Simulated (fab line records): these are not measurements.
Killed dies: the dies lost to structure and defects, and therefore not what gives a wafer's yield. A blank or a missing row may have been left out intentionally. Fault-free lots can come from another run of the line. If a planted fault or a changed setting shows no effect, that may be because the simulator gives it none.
A struck lot beside a sound one | flow n5-finfet | 14 out of 1938 route steps
Sound: these wafers, L261.1, L261.2. Struck: wafers L259.2, L259.3, L259.6. The cause is named last.
Each step with rows lists, per side, the tool, then ch with its chambers, then its first start. Under that, the readings that differ: sound wafers | struck wafers | difference of the means | sigmas: that difference in standard deviations of wafers without a fault.
alike: same words and numbers on both sides, and readings whose means sit less than 2 such deviations apart. not compared: any withheld reading, any reading some wafer has no value for, any bound like >300 that may hide the same value, and any number with overlapping values for which the record gives no deviation.
The two part at a step that has a row with sigmas, a row that says differs or no value, or rows on one side only. Non-overlapping numbers with no deviation appear without sigmas and do not part them. Lack of a reading on every wafer of one side parts them only where that side has two or more wafers.

N5_BEOL_M5_RS_MEAS_57: measurement is done with a four-point probe.
  struck on film-metro-02, day 13 20:28; sound on film-metro-02, day 13 13:11
  reading        | sound       | struck            | difference | sigmas
  M5_RS (ohm/sq) | 0.369 0.367 | 0.415 0.393 0.401 | +0.035     | +2
N5_BEOL_M5_INSPECT_58: inspects for defects (darkfield).
  struck on defect-inspect-02, day 13 20:29; sound on defect-inspect-02, day 13 13:13
  alike: raw-defect-count
N5_BEOL_M6_ILD_DEP_00: deposits SiCOH lowk from DEMS/porogen, target thk 179.75 nm, time 33.4 s.
  sound on pecvd-01 ch 0,2, day 13 13:16; struck on pecvd-04 ch 0,1,2, day 13 20:32
  reading            | sound   | struck      | difference | sigmas
  heater-power-w (W) | 245 266 | 293 376 286 | +63        | +2
  alike: showerhead-plenum-p-Torr, throttle-valve-pct
N5_BEOL_M6_CURE_74: cures SiCOH lowk, time 240 s.
  sound on uv-cure-03 ch 1, day 13 13:19; struck on uv-cure-03 ch 0, day 13 20:40
  alike: lamp-power-pct, wafer_temp_C_max
N5_BEOL_M6_THK_MEAS_01:
  struck on film-metro-01, day 13 21:07; sound on film-metro-01, day 13 13:50
  alike: M6_ILD_THK
N5_BEOL_M6_PECVD_70: deposits SiO2 from TEOS/O2, target thk 20 nm, time 22.7 s.
  sound on pecvd-03 ch 0,1, day 13 13:52; struck on pecvd-01 ch 0,1,2, day 13 21:09
  alike: heater-power-w, showerhead-plenum-p-Torr, throttle-valve-pct
N5_BEOL_M6_HM_DEP_02: deposits TiN, target thk 20 nm.
  struck on pvd-sputter-03, day 13 21:37; sound on pvd-sputter-02, day 13 15:26
  alike: throttle-valve-pct
then, 5 steps without rows for these wafers: N5_BEOL_M6_COAT_59 (time 60 s, resist thk 100 nm); N5_BEOL_M6_COAT_60 (time 60 s, resist thk 35 nm); N5_BEOL_M6_COAT_05 (resist thk 90 nm); N5_BEOL_M6_EBR_07; N5_BEOL_M6_SOFTBAKE_06 (time 60 s).
N5_BEOL_M6_EXPOSE_08: exposes mask M6.
  sound on arfi-scanner-01 ch 0, day 13 15:52; struck on arfi-scanner-01, day 13 21:52
  no value came back on the struck wafers for dipole-opening-deg (degrees), exposure-dose-mJ-cm2; on the sound wafers dipole-opening-deg (degrees) reads 35 35
  alike: mask
then, 1 step without rows for these wafers: N5_BEOL_M6_PEB_09 (peb time 60 s).

## WHERE THEY PART
First at N5_BEOL_M5_RS_MEAS_57; last, within this record, at N5_BEOL_M6_EXPOSE_08.

WHY: what the simulator had put in
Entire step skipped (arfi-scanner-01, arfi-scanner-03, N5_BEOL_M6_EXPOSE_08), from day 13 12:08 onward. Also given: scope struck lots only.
